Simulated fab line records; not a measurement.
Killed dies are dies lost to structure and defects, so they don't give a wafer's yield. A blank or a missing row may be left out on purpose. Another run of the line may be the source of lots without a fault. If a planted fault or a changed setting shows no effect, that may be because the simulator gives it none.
fab line records	flow nand_harc
[record] lots = 7	wafers = 21	last_day = 24
route steps=1159 shown P_CONTACT@248 P_M0@253 END@1159
lots untouched by any fault: they come from a run of this same line in which no faults occurred
start_h: hours from the record's first day to the start of the lot's first wafer shown	wait_h: time in hours since the lot's previous step	" same as the row above	L1.1+2: a row that stands for several wafers	- no value, or no start given	* or withheld: withheld	< > ~ a bound
route shown NAME@n: a module of which the file shows steps, and the number in the route of the first	usual: mean/standard deviation taken from wafers without a fault	same: alike in all rows	chamber/n: place in a boat	sites: per-site readings	_std_site: the values' standard deviation	_edge_site: the outer-site mean with the inner-site mean subtracted	radius_mm: for every site, how far away it sits from the centre of the wafer	mask NAME#n: copy n	behind: the tool/chamber that last shaped the wafer	hold: why the lot was held/for how many hours/how that ended	device: whichever transistor did not switch (one of n, p or np)	end of line: the same wafers' tests at the end of the route	step lacking rows: just its recipe	killed: not the wafer's yield, but the dies lost to structure and defects at the first sort	map: a wafer's dies, x killed, . not, _ none there
set.NAME: the setting as run; set.NAME@STEP: as run at that earlier step	model.NAME: the simulator's own value behind a step, which no gauge read
lots at some steps of the route; a table a step, a row a wafer
services: when a tool's chamber went out of use (start_h, in hours from the record's first day, below 0 if earlier), for how many hours, and the reason
[[steps]]
[step NHARC_P_CONTACT_CVD_23]
[recipe] target_thk_a = 2000	temp_c = 300	pressure_torr = 40	wf6_flow_sccm = 40	h2_flow_sccm = 1600	ar_flow_sccm = 1560	time_s = 557	material = W
[usual] chamber_pressure_Torr = 39.98/0.08	heater_power_outer_w = 271/13	heater_power_w = 470/21	mfc_h2_sccm = 1599/5	mfc_wf6_sccm = 39.99/0.12	throttle_valve_pct = 8.1/0.36
lot.wafer	tool	chamber	start_h	wait_h	chamber_pressure_Torr	heater_power_outer_w	heater_power_w	mfc_h2_sccm	mfc_wf6_sccm	throttle_valve_pct
L957.2	cvd_w-01	0	-	-	39.95	271	483	1603	40.01	8.3
L957.3	"	0	"	"	40.02	263	487	1610	40.06	8.4
L957.5	"	0	"	"	39.85	265	481	1602	40.19	8.4
L961.2	cvd_w-01	1	-	-	40.04	286	472	1604	40.03	8.2
L961.3	"	0	"	"	39.97	271	497	1601	40.04	8.3
L961.4	"	1	"	"	40.15	273	468	1596	39.92	8.2
L964.2	cvd_w-01	1	-	-	40.06	286	475	1601	40.06	7.9
L964.3	"	0	"	"	40.06	277	485	1594	39.82	8.6
L964.6	"	0	"	"	39.93	277	501	1602	39.76	8.2
L963.1	cvd_w-01	1	-	-	40.03	276	479	1598	39.85	8.1
L963.4	"	1	"	"	39.93	283	467	1594	39.96	8.4
L963.5	"	1	"	"	40.02	273	474	1602	39.82	8.0
L966.2	cvd_w-02	0	-	-	39.94	276	474	1594	40.19	7.7
L966.3	"	0	"	"	40.03	277	472	1590	40.26	7.6
L966.5	"	1	"	"	39.91	243	415	1588	39.91	8.0
L967.2	cvd_w-01	0	-	-	39.99	271	497	1602	39.88	8.4
L967.4	"	1	"	"	40.12	281	474	1596	40.08	8.0
L967.5	"	0	"	"	40.09	272	500	1596	39.79	8.3
L972.3	cvd_w-02	1	-	-	39.92	244	420	1605	40.03	8.0
L972.6	"	1	"	"	40.06	234	423	1600	39.99	7.9
L972.5	"	0	"	"	39.84	278	466	1599	40.16	7.7
[step NHARC_P_CONTACT_CMP_24]
[recipe] t_overpolish_s = 30	target_thk_nm = 200
[usual] motor_current_A = 12.5/1.1	overpolish_run_s = 30.001/0.0087	slurry_filter_dp_kPa = 13.50/0.13	time_to_endpoint_s = 39.8/2.5
[same] t_overpolish_s = 30
lot.wafer	tool	chamber	start_h	wait_h	motor_current_A	overpolish_run_s	slurry_filter_dp_kPa	time_to_endpoint_s
L957.3	cmp-04	3	155.30	0.4	11.3	30.006	13.36	42.9
L957.2	"	0	"	"	11.4	29.996	13.38	43.2
L957.5	"	1	"	"	14.8	29.989	13.47	41.1
L961.2	cmp-02	1	178.90	0.5	13.5	30.001	13.65	37.4
L961.3	"	2	"	"	12.9	30.001	13.25	39.5
L961.4	"	3	"	"	12.7	30.006	13.60	36.8
L964.3	cmp-02	0	192.90	0.3	12.2	29.989	13.65	37.4
L964.2	"	2	"	"	12.1	29.997	13.59	37.5
L964.6	"	0	"	"	11.8	29.997	13.46	37.9
L963.1	cmp-04	0	193.58	0.6	11.1	30.005	13.69	38.6
L963.4	"	2	"	"	13.0	30.019	13.51	35.0
L963.5	"	0	"	"	12.0	30.001	13.51	35.9
L966.2	cmp-02	3	209.45	0.6	13.2	30.003	13.47	42.1
L966.3	"	1	"	"	12.3	30.006	13.42	42.0
L966.5	"	3	"	"	12.8	29.997	13.42	40.3
L967.4	cmp-02	0	219.64	0.3	12.3	30.012	13.49	35.7
L967.2	"	2	"	"	11.1	29.982	13.47	37.9
L967.5	"	0	"	"	11.9	30.011	13.61	36.8
L972.3	cmp-02	3	246.13	0.5	13.4	29.989	13.68	34.5
L972.5	"	0	"	"	12.8	30.004	13.69	37.1
L972.6	"	1	"	"	13.3	30.004	13.38	37.6
[step NHARC_P_CONTACT_SRD_26]
[step NHARC_P_CONTACT_INSPECT_27]
[usual] raw_defect_count = 295/130
lot.wafer	tool	chamber	start_h	wait_h	raw_defect_count
L957.2	defect_inspect-02	-	155.66	0.1	195
L957.3	"	-	"	"	183
L957.5	"	-	"	"	311
L961.2	defect_inspect-02	-	179.30	0.1	236
L961.3	"	-	"	"	129
L961.4	"	-	"	"	289
L964.2	defect_inspect-02	-	193.28	0.1	238
L964.3	"	-	"	"	145
L964.6	"	-	"	"	233
L963.1	defect_inspect-01	-	193.98	0.1	347
L963.4	"	-	"	"	258
L963.5	"	-	"	"	281
L966.2	defect_inspect-01	-	209.82	0.1	133
L966.3	"	-	"	"	241
L966.5	"	-	"	"	225
L967.2	defect_inspect-01	-	220.02	0.1	250
L967.4	"	-	"	"	255
L967.5	"	-	"	"	305
L972.3	defect_inspect-01	-	246.47	0.1	273
L972.5	"	-	"	"	371
L972.6	"	-	"	"	271
[step NHARC_P_M0_DEP_00]
[recipe] target_thk_a = 1500	target_thk_nm = 150	temp_c = withheld	pressure_torr = 5	flow_sccm = 200	rf_w = 600	material = SiOC
[step NHARC_P_M0_DEHYDRATE_01]
[recipe] temp_c = 150	time_s = 120
[step NHARC_P_M0_HMDS_02]
[recipe] time_s = 30
[step NHARC_P_M0_COAT_33]
[recipe] temp_c = 200	time_s = 65
[step NHARC_P_M0_COAT_03]
[recipe] spin_rpm = 1500	resist_thk_nm = 90
[step NHARC_P_M0_SOFTBAKE_04]
[recipe] temp_c = 105	time_s = 55
[step NHARC_P_M0_EBR_05]
[step NHARC_P_M0_EXPOSE_06]
[recipe] na = 1.35	target_cd_nm = 90	dose_mj = 81.28	mask_id = P_M0
[usual] exposure_dose_mJ_cm2 = 81.25/0.077	focus_offset_nm = 0.0/0.49
lot.wafer	tool	chamber	start_h	wait_h	mask	exposure_dose_mJ_cm2	focus_offset_nm
L957.2	arfi_scanner-01	0	156.42	-	P_M0#0	81.27	-0.6
L957.3	"	0	"	"	P_M0#0	81.24	0.3
L957.5	"	0	"	"	P_M0#0	81.25	0.1
L961.2	arfi_scanner-02	0	180.06	-	P_M0#0	81.29	-0.4
L961.3	"	0	"	"	P_M0#0	81.07	0.1
L961.4	"	0	"	"	P_M0#0	81.23	0.0
L964.2	arfi_scanner-02	0	193.92	-	P_M0#0	84.27	0.0
L964.3	"	0	"	"	P_M0#0	84.34	0.5
L964.6	"	0	"	"	P_M0#0	84.18	-0.4
L963.1	arfi_scanner-03	0	194.74	-	P_M0#0	81.23	-0.7
L963.4	"	0	"	"	P_M0#0	81.37	0.4
L963.5	"	0	"	"	P_M0#0	81.27	-0.3
L966.2	arfi_scanner-02	0	210.59	-	P_M0#0	83.69	0.6
L966.3	"	0	"	"	P_M0#0	83.68	0.3
L966.5	"	0	"	"	P_M0#0	83.71	0.2
L967.2	arfi_scanner-03	0	220.66	-	P_M0#0	81.24	-0.1
L967.4	"	0	"	"	P_M0#0	81.18	0.4
L967.5	"	0	"	"	P_M0#0	81.10	0.2
L972.3	arfi_scanner-02	0	247.11	-	P_M0#0	82.77	0.5
L972.5	"	0	"	"	P_M0#0	82.76	0.7
L972.6	"	0	"	"	P_M0#0	82.81	0.5
[step NHARC_P_M0_PEB_07]
[recipe] peb_temp_c = 100	peb_time_s = 65
[step NHARC_P_M0_DEVELOP_08]
[recipe] develop_time_s = 35	dev_temp_c = 23
[step NHARC_P_M0_CD_MEAS_09]
[recipe] target_cd_nm = 90	landing_energy_ev = 500
[usual] cd_nm = 90.0/0.49
lot.wafer	tool	chamber	start_h	wait_h	cd_nm
L957.2	cd_sem-02	0	156.56	-	90.0
L957.3	"	0	"	"	90.9
L957.5	"	0	"	"	90.0
L961.2	cd_sem-03	0	180.20	-	90.2
L961.3	"	0	"	"	89.8
L961.4	"	0	"	"	90.2
L964.2	cd_sem-01	0	194.06	-	91.3
L964.3	"	0	"	"	92.3
L964.6	"	0	"	"	91.3
L963.1	cd_sem-02	0	194.88	-	90.6
L963.4	"	0	"	"	90.3
L963.5	"	0	"	"	90.6
L966.2	cd_sem-03	0	210.73	-	92.0
L966.3	"	0	"	"	91.7
L966.5	"	0	"	"	91.7
L967.2	cd_sem-01	0	220.80	-	90.3
L967.4	"	0	"	"	89.2
L967.5	"	0	"	"	90.7
L972.3	cd_sem-03	0	247.25	-	90.8
L972.5	"	0	"	"	90.9
L972.6	"	0	"	"	91.1
[step NHARC_P_M0_OVL_MEAS_10]
[recipe] pitch_nm = 180
[usual] overlay_x_nm = 0.2/0.76	overlay_y_nm = 0.1/0.81
lot.wafer	tool	chamber	start_h	wait_h	overlay_x_nm	overlay_y_nm
L957.2	overlay-01	-	156.65	-	-0.3	0.9
L957.3	"	-	"	"	-0.2	0.7
L957.5	"	-	"	"	0.3	1.6
L961.2	overlay-01	-	180.29	-	0.6	0.3
L961.3	"	-	"	"	0.3	0.6
L961.4	"	-	"	"	0.1	0.0
L964.2	overlay-01	-	194.15	-	-0.5	0.6
L964.3	"	-	"	"	0.4	0.8
L964.6	"	-	"	"	-0.1	0.5
L963.1	overlay-01	-	194.97	-	-0.5	0.2
L963.4	"	-	"	"	-0.6	0.2
L963.5	"	-	"	"	-1.0	0.5
L966.2	overlay-01	-	210.82	-	-1.4	0.1
L966.3	"	-	"	"	-1.1	0.5
L966.5	"	-	"	"	-0.9	0.5
L967.2	overlay-02	-	220.89	-	0.4	-0.7
L967.4	"	-	"	"	0.4	-0.9
L967.5	"	-	"	"	-0.3	-0.7
L972.3	overlay-02	-	247.34	-	0.7	-0.7
L972.5	"	-	"	"	0.9	-0.6
L972.6	"	-	"	"	0.8	0.0
[step NHARC_P_M0_INSPECT_11]
[usual] raw_defect_count = 3.5/2
lot.wafer	tool	chamber	start_h	wait_h	raw_defect_count
L957.2	defect_inspect-01	-	156.69	0.0	1
L957.3	"	-	"	"	2
L957.5	"	-	"	"	6
L961.2	defect_inspect-02	-	180.33	0.0	3
L961.3	"	-	"	"	3
L961.4	"	-	"	"	3
L964.2	defect_inspect-01	-	194.18	0.0	3
L964.3	"	-	"	"	3
L964.6	"	-	"	"	2
L963.1	defect_inspect-02	-	195.01	0.0	5
L963.4	"	-	"	"	3
L963.5	"	-	"	"	2
L966.2	defect_inspect-02	-	210.85	0.0	5
L966.3	"	-	"	"	1
L966.5	"	-	"	"	5
L967.2	defect_inspect-02	-	220.92	0.0	6
L967.4	"	-	"	"	5
L967.5	"	-	"	"	2
L972.3	defect_inspect-01	-	247.39	0.1	4
L972.5	"	-	"	"	3
L972.6	"	-	"	"	2
[step NHARC_P_M0_DESCUM_14]
[recipe] time_s = 3	o2_flow_sccm = 200	ar_flow_sccm = 0	bias_power_w = 0	chemistry = O2
[usual] drypump_motor_current_A = 5.6/0.41	oes_product_au = 1.000/0.008	rf_vpp_V = 57.7/0.82	showerhead_plenum_p_Torr = 1.91/0.079	throttle_valve_pct = 11.310/0.0094
lot.wafer	tool	chamber	start_h	wait_h	drypump_motor_current_A	oes_product_au	rf_hours_counter_h	rf_vpp_V	showerhead_plenum_p_Torr	throttle_valve_pct	model.P_M0.cd_nm
L957.3	rie_diel-10	1	156.75	0.1	5.7	0.996	9	58.6	1.94	11.310	91.04
L957.2	"	0	"	"	5.3	1.000	9	58.6	1.93	11.305	89.81
L957.5	"	1	"	"	5.7	0.991	-	58.6	1.94	11.300	90.09
L961.4	rie_diel-05	3	180.39	0.1	6.1	1.002	1	57.1	1.92	11.324	90.47
L961.3	"	0	"	"	4.9	0.991	1	56.6	1.82	11.305	90.51
L961.2	"	1	"	"	5.1	0.986	1	57.1	1.80	11.302	90.59
L964.2	rie_diel-05	0	194.24	0.1	4.9	0.994	1	58.3	1.82	11.318	91.66
L964.3	"	2	"	"	6.6	0.997	2	59.2	2.00	11.301	91.41
L964.6	"	1	"	"	5.1	1.000	-	57.3	1.80	11.301	91.74
L963.4	rie_diel-10	0	195.07	0.1	5.3	0.998	1	58.3	1.93	11.333	89.6
L963.1	"	2	"	"	5.2	0.985	1	57.4	1.99	11.316	90.45
L963.5	"	0	"	"	5.3	0.985	-	56.4	1.93	11.301	90.22
L966.2	rie_diel-10	0	210.92	0.1	5.3	0.995	2	58.0	1.93	11.305	91.35
L966.3	"	1	"	"	5.7	0.989	2	58.4	1.94	11.319	91.5
L966.5	"	3	"	"	5.7	1.008	-	58.6	2.02	11.319	92.29
L967.4	rie_diel-10	3	220.98	0.1	5.6	1.007	3	58.3	2.02	11.306	89.9
L967.2	"	0	"	"	5.3	1.005	3	58.4	1.93	11.303	89.91
L967.5	"	0	"	"	5.2	0.994	-	57.6	1.93	11.311	90.17
L972.3	rie_diel-03	2	247.46	0.1	6.1	1.002	1	56.4	1.78	11.335	90.84
L972.5	"	1	"	"	5.4	0.995	-	56.9	1.81	11.295	90.74
L972.6	"	2	"	"	6.2	0.998	-	58.5	1.78	11.312	91.5
[step NHARC_P_M0_ETCH_34]
[recipe] target_depth_a = 400	overetch_a = 120	time_s = 43.94	ion_energy_ev = 200	n2_flow_sccm = 150	h2_flow_sccm = 150	ar_flow_sccm = 0	rf_w = 400	bias_w = 150	chemistry = N2/H2
[usual] drypump_motor_current_A = 5.6/0.42	oes_product_au = 1.000/0.0078	rf_vpp_V = 430.4/2.6	showerhead_plenum_p_Torr = 2.04/0.087	throttle_valve_pct = 14.172/0.008
lot.wafer	tool	chamber	start_h	wait_h	drypump_motor_current_A	oes_product_au	rf_hours_counter_h	rf_vpp_V	showerhead_plenum_p_Torr	throttle_valve_pct
L957.3	rie_diel-10	0	156.83	0.1	5.3	0.997	9	431.1	2.06	14.175
L957.2	"	3	"	"	5.7	1.011	8	433.3	2.15	14.180
L957.5	"	0	"	"	5.3	0.997	-	429.6	2.06	14.166
L961.2	rie_diel-05	0	180.48	0.1	4.9	0.993	1	427.9	1.94	14.178
L961.3	"	1	"	"	5.1	1.009	1	426.2	1.92	14.179
L961.4	"	2	"	"	6.5	0.994	1	432.2	2.14	14.153
L964.3	rie_diel-05	3	194.33	0.1	6.1	1.009	2	430.6	2.05	14.185
L964.2	"	0	"	"	4.9	0.992	1	427.6	1.94	14.158
L964.6	"	2	"	"	6.6	0.991	-	433.6	2.14	14.177
L963.4	rie_diel-10	0	195.15	0.1	5.3	0.988	1	431.6	2.06	14.179
L963.1	"	2	"	"	5.2	0.990	1	432.7	2.12	14.156
L963.5	"	0	"	"	5.3	0.992	-	431.3	2.06	14.175
L966.3	rie_diel-10	3	211.00	0.1	5.7	1.014	2	431.5	2.15	14.173
L966.2	"	1	"	"	5.7	1.003	2	431.1	2.07	14.164
L966.5	"	3	"	"	5.7	1.014	-	433.9	2.15	14.174
L967.4	rie_diel-10	3	221.07	0.1	5.7	1.008	3	433.4	2.15	14.186
L967.2	"	0	"	"	5.3	0.990	3	433.2	2.06	14.167
L967.5	"	0	"	"	5.3	0.993	-	429.7	2.06	14.171
L972.3	rie_diel-03	1	247.54	0.1	5.3	1.000	2	428.0	1.92	14.169
L972.6	"	3	"	"	5.9	1.014	-	432.0	1.99	14.157
L972.5	"	0	"	"	5.8	1.014	-	429.2	1.96	14.170
[step NHARC_P_M0_ETCH_15]
[recipe] target_depth_a = 1500	overetch_a = 150	time_s = 82.5	c4f8_flow_sccm = withheld	ar_flow_sccm = 400	rf_w = 600	bias_w = 300	chemistry = C4F8/Ar
[usual] oes_product_au = 0.955/0.021	rf_vpp_V = 440.6/2.5
lot.wafer	tool	chamber	start_h	wait_h	oes_product_au	rf_hours_counter_h	rf_vpp_V	model.P_M0.cd_nm
L957.2	rie_diel-10	3	-	-	0.922	8	444.3	89.48
L957.3	"	1	"	"	0.926	9	440.8	91.04
L957.5	"	3	"	"	0.926	-	444.8	89.87
L961.4	rie_diel-05	2	-	-	0.969	1	443.3	90.39
L961.3	"	3	"	"	0.962	1	440.0	90.38
L961.2	"	0	"	"	0.959	1	436.7	90.32
L964.3	rie_diel-05	1	-	-	0.956	2	436.7	91.63
L964.2	"	2	"	"	0.976	2	442.0	91.53
L964.6	"	1	"	"	0.964	-	438.6	91.71
L963.4	rie_diel-10	0	-	-	0.951	1	442.2	89.52
L963.1	"	3	"	"	0.983	1	442.9	90.39
L963.5	"	1	"	"	0.946	-	440.7	90.15
L966.3	rie_diel-10	0	-	-	0.945	2	440.9	91.64
L966.2	"	2	"	"	0.936	2	443.7	91.56
L966.5	"	3	"	"	0.958	-	443.9	92.36
L967.2	rie_diel-10	1	-	-	0.972	2	441.7	89.77
L967.4	"	2	"	"	0.971	2	442.0	89.67
L967.5	"	0	"	"	0.966	-	441.3	89.77
L972.3	rie_diel-03	2	-	-	0.967	1	437.0	90.87
L972.5	"	0	"	"	0.979	-	439.0	91
L972.6	"	1	"	"	0.952	-	437.6	91.19
[step NHARC_P_M0_CD_MEAS_16]
[usual] cd_nm = 89.9/0.6
lot.wafer	tool	chamber	start_h	wait_h	cd_nm
L957.2	cd_sem-01	-	157.05	-	89.7
L957.3	"	-	"	"	90.9
L957.5	"	-	"	"	89.6
L961.2	cd_sem-01	-	180.69	-	90.3
L961.3	"	-	"	"	90.2
L961.4	"	-	"	"	90.7
L964.2	cd_sem-03	-	194.54	-	91.6
L964.3	"	-	"	"	91.4
L964.6	"	-	"	"	91.5
L963.1	cd_sem-03	-	195.37	-	90.3
L963.4	"	-	"	"	89.0
L963.5	"	-	"	"	90.1
L966.2	cd_sem-02	-	211.22	-	91.5
L966.3	"	-	"	"	91.6
L966.5	"	-	"	"	92.5
L967.2	cd_sem-03	-	221.28	-	90.2
L967.4	"	-	"	"	89.6
L967.5	"	-	"	"	89.7
L972.3	cd_sem-01	-	247.75	-	91.0
L972.5	"	-	"	"	91.1
L972.6	"	-	"	"	91.0
[step NHARC_END_SORT_01]
[recipe] temp_c = 25
[usual] defect_limited_yield = 95.7/1.5	killed_at_array = 26/9.9	killed_at_other = 0.8/1	killed_at_periphery = 2.8/2.2	killed_dies = 29/9.9	killed_open = 3.2/1.8	killed_short = 2.1/1.4	sort_bin_2_pct = 1.3/0.54	sort_bin_3_pct = 0.23/0.2	sort_bin_4_pct = 2.8/1	sort_n_pass = 648/9.9	sort_rim_yield_pct = 95/3.5	sort_yield_pct = 95.7/1.5
[same] gross_dies = 677	sort_bin_5_pct[%] = 0	sort_bin_6_pct[%] = 0	sort_bin_7_pct[%] = 0	sort_bin_8_pct[%] = 0	sort_rim_n_gross = 106.00
lot.wafer	tool	chamber	start_h	wait_h	defect_limited_yield[%]	killed_at_array	killed_at_other	killed_at_periphery	killed_dies	killed_open	killed_short	sort_bin_2_pct[%]	sort_bin_3_pct[%]	sort_bin_4_pct[%]	sort_n_pass	sort_rim_yield_pct[%]	sort_yield_pct[%]
L957.2	prober-02	0	481.72	2.8	94.4	38	0	0	38	2	5	1.8	0.30	3.5	639	94	94.4
L957.3	prober-02	0	482.51	3.1	95.4	31	0	0	31	1	1	1.5	0	3.1	646	92	95.4
L957.5	prober-02	0	484.10	3.7	95.1	31	0	2	33	2	3	1.5	0	3.4	644	88	95.1
L961.2	prober-02	0	505.25	2.8	94.7	31	1	4	36	5	4	1.5	0.30	3.5	641	92	94.7
L961.3	prober-02	0	506.05	3.1	95.3	32	0	0	32	3	0	1.5	0.30	3.0	645	92	95.3
L961.4	prober-02	0	506.85	3.4	95.7	28	0	1	29	1	1	1.9	0.15	2.2	648	92	95.7
L964.2	prober-01	0	512.90	2.8	97.5	15	0	2	17	3	1	0.7	0	1.8	660	98	97.5
L964.3	prober-01	0	513.70	3.1	97.9	14	0	0	14	3	3	0.6	0	1.5	663	99	97.9
L964.6	prober-01	0	516.09	4.0	97.8	15	0	0	15	2	1	0.7	0	1.5	662	96	97.8
L963.1	prober-01	0	519.94	2.5	94.1	37	0	3	40	3	2	1.5	0.30	4.1	637	91	94.1
L963.4	prober-01	0	522.34	3.4	95.7	28	0	1	29	3	1	1.5	0	2.8	648	92	95.7
L963.5	prober-01	0	523.14	3.7	96.2	24	1	1	26	2	3	1.0	0	2.8	651	94	96.2
L967.2	prober-01	0	541.50	2.8	93.6	43	0	0	43	3	1	2.1	0.15	4.1	634	89	93.6
L967.4	prober-01	0	543.08	3.4	91.1	53	2	5	60	7	0	3.1	0.15	5.6	617	92	91.1
L967.5	prober-01	0	543.87	3.7	95.4	29	2	0	31	1	1	1.6	0.44	2.5	646	90	95.4
// killed by level:class
L957.2 A_SLIT:chamber_film_flake=13 A_CHANNEL_HOLE_D1:chamber_film_flake=11 A_STAIRCASE:chamber_film_flake=4 A_SGD_CUT:geometric_particle:short=2 A_CHANNEL_FILL_D1:geometric_particle:open=1 A_SGD_CUT:geometric_particle:open=1 A_WL_FILL:geometric_particle:short=1 A_CONTACT:geometric_particle:short=1
L957.3 A_CHANNEL_HOLE_D1:chamber_film_flake=14 A_SLIT:chamber_film_flake=8 A_CONTACT:chamber_film_flake=4 A_STAIRCASE:chamber_film_flake=2 A_ONON_D1:geometric_particle:short=1 A_CHANNEL_FILL_D1:geometric_particle:open=1 A_ZERO_WELL:chamber_film_flake=1
L957.5 A_CHANNEL_HOLE_D1:chamber_film_flake=14 A_SLIT:chamber_film_flake=6 A_STAIRCASE:chamber_film_flake=3 A_CONTACT:chamber_film_flake=3 P_GATE:geometric_particle:open=1 A_SOURCE_PLATE:geometric_particle:open=1 A_ONON_D1:geometric_particle:short=1 A_WL_FILL:geometric_particle:short=1
L961.2 A_CHANNEL_HOLE_D1:chamber_film_flake=10 A_SLIT:chamber_film_flake=7 A_WL_FILL:chamber_film_flake=4 A_ONON_D1:geometric_particle:short=2 P_ZERO_WELL:chamber_film_flake=2 A_STAIRCASE:chamber_film_flake=2 P_M0:geometric_particle:open=1 A_WL_FILL:geometric_particle:short=1
L961.3 A_SLIT:chamber_film_flake=13 A_CHANNEL_HOLE_D1:chamber_film_flake=10 A_STAIRCASE:chamber_film_flake=2 A_CONTACT:chamber_film_flake=2 A_STAIRCASE:geometric_particle:open=1 A_CONTACT:geometric_particle:open=1 A_BLC:geometric_particle:open=1 A_CHANNEL_FILL_D1:chamber_film_flake=1
L961.4 A_CHANNEL_HOLE_D1:chamber_film_flake=13 A_SLIT:chamber_film_flake=5 A_CONTACT:chamber_film_flake=3 A_ZERO_WELL:chamber_film_flake=2 A_STAIRCASE:chamber_film_flake=2 A_CHANNEL_FILL_D1:geometric_particle:open=1 A_SGD_CUT:geometric_particle:short=1 P_M0:chamber_film_flake=1
L964.2 A_CHANNEL_HOLE_D1:chamber_film_flake=6 A_WL_FILL:chamber_film_flake=4 A_STAIRCASE:chamber_film_flake=2 P_M0:geometric_particle:open=1 P_M1:geometric_particle:open=1 A_CHANNEL_FILL_D1:geometric_particle:open=1 A_WL_FILL:geometric_particle:short=1 A_BLC:chamber_film_flake=1
L964.3 A_CHANNEL_HOLE_D1:chamber_film_flake=5 A_SGD_CUT:geometric_particle:short=2 A_CONTACT:geometric_particle:open=2 A_CONTACT:chamber_film_flake=2 A_CHANNEL_FILL_D1:geometric_particle:short=1 A_BLC:geometric_particle:open=1 A_STAIRCASE:chamber_film_flake=1
L964.6 A_CONTACT:chamber_film_flake=5 A_CHANNEL_HOLE_D1:chamber_film_flake=2 A_STAIRCASE:chamber_film_flake=2 A_ONON_D1:geometric_particle:short=1 A_WL_FILL:geometric_particle:open=1 A_BLC:geometric_particle:open=1 A_CHANNEL_FILL_D1:chamber_film_flake=1 A_BLC:chamber_film_flake=1
L963.1 A_CHANNEL_HOLE_D1:chamber_film_flake=17 A_CONTACT:chamber_film_flake=12 A_STAIRCASE:chamber_film_flake=4 P_CONTACT:geometric_particle:open=1 A_CHANNEL_FILL_D1:geometric_particle:short=1 A_CONTACT:geometric_particle:open=1 A_CONTACT:geometric_particle:short=1 A_M0:geometric_particle:open=1
L963.4 A_CHANNEL_HOLE_D1:chamber_film_flake=13 A_STAIRCASE:chamber_film_flake=6 A_CONTACT:chamber_film_flake=5 P_M1:geometric_particle:open=1 A_SOURCE_PLATE:geometric_particle:open=1 A_SGD_CUT:geometric_particle:open=1 A_M0:geometric_particle:short=1 A_CHANNEL_FILL_D1:chamber_film_flake=1
L963.5 A_CHANNEL_HOLE_D1:chamber_film_flake=12 A_STAIRCASE:chamber_film_flake=6 A_CONTACT:chamber_film_flake=2 A_CHANNEL_HOLE_D1:geometric_particle:short=1 A_CHANNEL_FILL_D1:geometric_particle:short=1 A_CHANNEL_FILL_D1:geometric_particle:open=1 A_M0:geometric_particle:open=1 STARTING-WAFER:geometric_particle:short=1
L967.2 A_CHANNEL_HOLE_D1:chamber_film_flake=13 A_SLIT:chamber_film_flake=13 A_STAIRCASE:chamber_film_flake=10 A_CONTACT:geometric_particle:open=2 A_CONTACT:chamber_film_flake=2 A_CONTACT:geometric_particle:short=1 A_M0:geometric_particle:open=1 A_WL_FILL:chamber_film_flake=1
L967.4 A_CHANNEL_HOLE_D1:chamber_film_flake=21 A_SLIT:chamber_film_flake=16 A_STAIRCASE:chamber_film_flake=8 A_CONTACT:chamber_film_flake=5 P_CONTACT:geometric_particle:open=4 THIN_TSV:chamber_film_flake=2 A_CONTACT:geometric_particle:open=1 A_BLC:geometric_particle:open=1
L967.5 A_SLIT:chamber_film_flake=13 A_CHANNEL_HOLE_D1:chamber_film_flake=11 A_CONTACT:chamber_film_flake=3 THIN_TSV:chamber_film_flake=2 A_SOURCE_PLATE:geometric_particle:short=1 A_CHANNEL_HOLE_D1:geometric_particle:open=1
[[services]]
tool	chamber	start_h	hours	kind
rie_diel-10	0	131.18	-	clean
rie_diel-10	1	131.18	-	clean
rie_diel-10	2	131.18	-	clean
rie_diel-10	3	131.18	-	clean
arfi_scanner-01	-	133.90	1.9	repair
cmp-02	-	143.40	5.5	repair
cvd_w-01	1	146.77	2.6	repair
arfi_scanner-03	-	150.04	1.0	repair
rie_diel-03	0	151.13	7.8	repair
arfi_scanner-03	-	154.71	4.0	pm
rie_diel-05	-	163.60	9.0	pm
rie_diel-10	-	176.50	9.0	pm
arfi_scanner-01	-	191.64	1.4	repair
rie_diel-05	-	192.38	0.9	repair
cvd_w-02	-	195.77	13.0	pm
arfi_scanner-01	-	196.00	4.0	pm
cmp-04	-	203.18	4.0	pm
rie_diel-05	3	212.10	15.4	repair
rie_diel-03	-	215.30	9.0	pm
arfi_scanner-01	-	215.90	0.5	repair
rie_diel-05	0	218.55	2.4	repair
arfi_scanner-01	-	220.56	108.4	repair
cmp-02	-	226.59	4.0	pm
cvd_w-02	0	227.82	2.0	repair
[[key]]
[first_sign] step = NHARC_P_M0_EXPOSE_06	reading = exposure_dose_mJ_cm2	direction = up	sigmas = 30	usual = 81.25	struck = 83.58
[effect] step = NHARC_P_M0_CD_MEAS_09	reading = cd_nm	direction = up	sigmas = 3.1	usual = 90.0	struck = 91.5	through = control_loop
[effect] step = NHARC_P_M0_CD_MEAS_16	reading = cd_nm	direction = up	sigmas = 2.6	usual = 89.9	struck = 91.5	wafers_moved = 6	through = control_loop
[model_effect] step = NHARC_P_M0_DESCUM_14	value = P_M0.cd_nm	without = 89.65	struck = 91.45
[model_effect] step = NHARC_P_M0_ETCH_15	value = P_M0.cd_nm	without = 89.7	struck = 91.5
met_at NHARC_P_M0_EXPOSE_06
struck_wafers L964.2,L964.3,L964.6,L966.2,L966.3,L966.5,L972.3,L972.5,L972.6
[loop_trim] step = NHARC_P_M0_EXPOSE_06	setting = dose	lots = L966,L972
onset_between 180.06 193.92
[fault] kind = process_parameter_drift	tool = arfi_scanner-02	chamber = -	onset_h = 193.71	steps = NHARC_P_M0_EXPOSE_06	channel = dose_mj	offset = 3.1214	shape = step	acts_in = these_recipes_only	stated = 81.28
// loop_trim: a control loop set the setting to another value than it would have without faults
